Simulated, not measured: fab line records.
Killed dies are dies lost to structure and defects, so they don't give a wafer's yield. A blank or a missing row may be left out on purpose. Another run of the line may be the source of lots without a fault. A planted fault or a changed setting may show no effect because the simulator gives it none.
A struck lot beside a sound one | flow nand harc | 39 steps out of a route of 1302
Sound: the wafers L566.1, L566.2, L566.5. Struck: wafers L569.1, L569.4, L569.6. Last of all comes the cause.
Each step with rows lists, per side, the tool, then ch with its chambers, then its first start. Under that, the readings that differ: sound wafers | struck wafers | difference of the means | sigmas: that difference in standard deviations of wafers without a fault.
alike: words and numbers the same on both sides, and readings whose means are apart by under 2 such deviations; not compared: readings that were withheld, readings missing a value for some wafer, numbers with overlapping values and no deviation given by the record, and bounds like >300 which may hide the same value.
The two part at a step that has a row with sigmas, a row that says differs or no value, or rows on one side only. Numbers that don't overlap but have no deviation are shown without sigmas and don't part them. Lack of a reading on every wafer of one side parts them only where that side has two or more wafers.

first, 9 steps without rows for these wafers: NHARC_A_CHANNEL_HOLE_D2_DEP_00 (deposits aC, target thk 3100 nm); NHARC_A_CHANNEL_HOLE_D2_DEP_01 (deposits SiON, target thk 140 nm); NHARC_A_CHANNEL_HOLE_D2_DEHYDRATE_02 (time 120 s); NHARC_A_CHANNEL_HOLE_D2_HMDS_03 (time 30 s); NHARC_A_CHANNEL_HOLE_D2_COAT_36 (time 75 s); NHARC_A_CHANNEL_HOLE_D2_COAT_37 (time 65 s); NHARC_A_CHANNEL_HOLE_D2_COAT_04 (resist thk 90 nm); NHARC_A_CHANNEL_HOLE_D2_SOFTBAKE_05 (time 55 s); NHARC_A_CHANNEL_HOLE_D2_EBR_06.
NHARC_A_CHANNEL_HOLE_D2_EXPOSE_07: exposes mask HOLE D2, target cd 100 nm.
  sound on arfi scanner-02 ch 0, day 18 10:59; struck on arfi scanner-02 ch 0, day 19 18:11
  reading              | sound             | struck            | difference | sigmas
  exposure dose mJ cm2 | 59.69 59.55 59.69 | 40.14 40.10 40.16 | -19.51     | -72
  alike: mask
then, 2 steps without rows for these wafers: NHARC_A_CHANNEL_HOLE_D2_PEB_08 (peb time 65 s); NHARC_A_CHANNEL_HOLE_D2_DEVELOP_09 (develop time 35 s).
NHARC_A_CHANNEL_HOLE_D2_CD_MEAS_10: target cd 100 nm.
  sound on cd sem-02 ch 0, day 18 11:07; struck on cd sem-02 ch 0
  reading    | sound            | struck         | difference | sigmas
  cd nm (nm) | 100.6 100.8 99.6 | 81.0 80.7 81.4 | -19.3      | -42
  not compared: hold
NHARC_A_CHANNEL_HOLE_D2_OVL_MEAS_11:
  sound: overlay-02 at day 18 11:13; struck: overlay-01 at day 19 19:30
  reading | sound | struck                                                                     | difference                   | sigmas
  hold    | - - - | await dispo/0.9h/release await dispo/0.9h/release await dispo/0.9h/release | no value on the sound wafers |
  alike: overlay x nm, overlay y nm
NHARC_A_CHANNEL_HOLE_D2_DESCUM_15: chemistry O2, time 3 s.
  sound on rie diel-12 ch 0,1, day 18 11:19; struck on rie diel-03 ch 0,3, day 19 19:36
  reading                            | sound           | struck            | difference | sigmas
  model.A_CHANNEL_HOLE_D2.cd nm (nm) | 100 100.5 99.36 | 80.82 80.87 81.41 | -18.92     |
  alike: drypump motor current A, oes product au, rf vpp V, showerhead plenum p Torr, throttle valve pct
  not compared: rf hours counter h
then, 4 steps without rows for these wafers: NHARC_A_CHANNEL_HOLE_D2_ETCH_38 (etches the open film in CF4, target depth 39 nm, time 65 s); NHARC_A_CHANNEL_HOLE_D2_ETCH_39 (etches the open film in N2/H2, target depth 260 nm, time 325 s); NHARC_A_CHANNEL_HOLE_D2_ETCH_34 (etches the open film in CF4/CHF3, target depth 154 nm, time 77 s); NHARC_A_CHANNEL_HOLE_D2_ETCH_16 (etches the open film in O2/COS, target depth 3100 nm, time 806 s).
NHARC_A_CHANNEL_HOLE_D2_CD_MEAS_18:
  sound: cd sem-03 at day 18 12:43; struck: cd sem-01 at day 19 20:53
  reading    | sound          | struck         | difference | sigmas
  cd nm (nm) | 98.3 99.0 96.7 | 79.3 79.3 79.2 | -18.7      | -12
  not compared: hold
then, 11 steps without rows for these wafers: NHARC_A_CHANNEL_HOLE_D2_ETCH_20 (etches the open film in C4F8/O2/Ar, time 361.9 s, target depth 1600 nm); NHARC_A_CHANNEL_HOLE_D2_ETCH_21 (etches the open film in C4F8/O2/Ar, time 514.3 s, target depth 1600 nm); NHARC_A_CHANNEL_HOLE_D2_ETCH_22 (etches the open film in C4F8/O2/Ar, time 666.7 s, target depth 1600 nm); NHARC_A_CHANNEL_HOLE_D2_ETCH_23 (etches the open film in C4F8/O2/Ar, time 819 s, target depth 1600 nm); NHARC_A_CHANNEL_HOLE_D2_ETCH_24 (etches the open film in C4F8/O2/Ar, time 906.2 s, target depth 1500 nm); NHARC_A_CHANNEL_HOLE_D2_ETCH_25 (etches the open film in C4F8/O2/Ar, time 1040.2 s, target depth 1500 nm); NHARC_A_CHANNEL_HOLE_D2_ETCH_26 (etches the open film in C4F8/O2/Ar, time 224.1 s, target depth 300 nm); NHARC_A_CHANNEL_HOLE_D2_ETCH_27 (etches the open film in C4F8/O2/Ar, time 90 s, target depth 400 nm); NHARC_A_CHANNEL_HOLE_D2_STRIP_41 (strips in N2/H2); NHARC_A_CHANNEL_HOLE_D2_STRIP_42 (strips in CF4/CHF3); NHARC_A_CHANNEL_HOLE_D2_STRIP_43 (strips in O2/COS).
NHARC_A_CHANNEL_HOLE_D2_ETCH_44: etches the open film in CF4/O2, target depth 140 nm, overetch 14 nm, time 77 s.
  sound on rie diel-03 ch 0,2,3, day 18 17:31; struck on rie diel-10 ch 1,2,3, day 20 04:40
  reading                            | sound             | struck            | difference | sigmas
  model.A_CHANNEL_HOLE_D2.cd nm (nm) | 90.75 90.99 89.71 | 71.74 72.21 71.66 | -18.61     |
  alike: drypump motor current A, oes_f_703_au, oes_o_777_au, oes product au, rf vpp V, showerhead plenum p Torr, throttle valve pct
  not compared: rf hours counter h
then, 3 steps without rows for these wafers: NHARC_A_CHANNEL_HOLE_D2_STRIP_28 (strips in O2); NHARC_A_CHANNEL_HOLE_D2_PRECLEAN_29 (cleans in SC1); NHARC_A_CHANNEL_HOLE_D2_SRD_30.
NHARC_A_CHANNEL_HOLE_D2_CD_MEAS_31:
  sound: cd sem-03 at day 18 18:17; struck: cd sem-01 at day 20 05:47
  reading    | sound          | struck         | difference | sigmas
  cd nm (nm) | 90.8 90.4 90.0 | 71.7 72.4 71.6 | -18.5      | -17
  not compared: hold
NHARC_A_CHANNEL_HOLE_D2_XSEM_32:
  sound on xsem-02 ch 0, day 18 18:23; struck on xsem-01 ch 0, day 20 12:46
  reading        | sound          | struck                                                                     | difference                   | sigmas
  hold           | - - -          | await dispo/6.9h/release await dispo/6.9h/release await dispo/6.9h/release | no value on the sound wafers |
  bot cd nm (nm) | 74.7 73.7 73.5 | 55.6 56.1 55.5                                                             | -18.2                        | -15
  alike: bow nm, tilt deg
NHARC_END_WLT_00:
  the record holds rows for the sound wafers here (prober-01, day 30 23:38) but none for the struck ones
-- the record jumps here: 11 days lie between the struck wafers' starts before and after --
NHARC_END_SORT_01:
  sound on prober-01 ch 0, day 31 02:34; struck on prober-01 ch 0, day 31 18:17
  reading         | sound    | struck      | difference | sigmas
  killed at array | 69 39 65 | 450 466 478 | +407       | +20
  killed dies     | 72 43 67 | 461 470 485 | +411       | +21
  alike: killed at other, killed at periphery, killed open, killed short

WHERE THEY PART
Earliest at NHARC_A_CHANNEL_HOLE_D2_EXPOSE_07; latest, in this record, at NHARC_END_SORT_01.

WHY: what had been put in by the simulator
Process parameter drift: arfi scanner-02, from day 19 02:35 on, at NHARC_A_CHANNEL_HOLE_D2_EXPOSE_07. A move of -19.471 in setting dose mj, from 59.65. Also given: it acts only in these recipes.
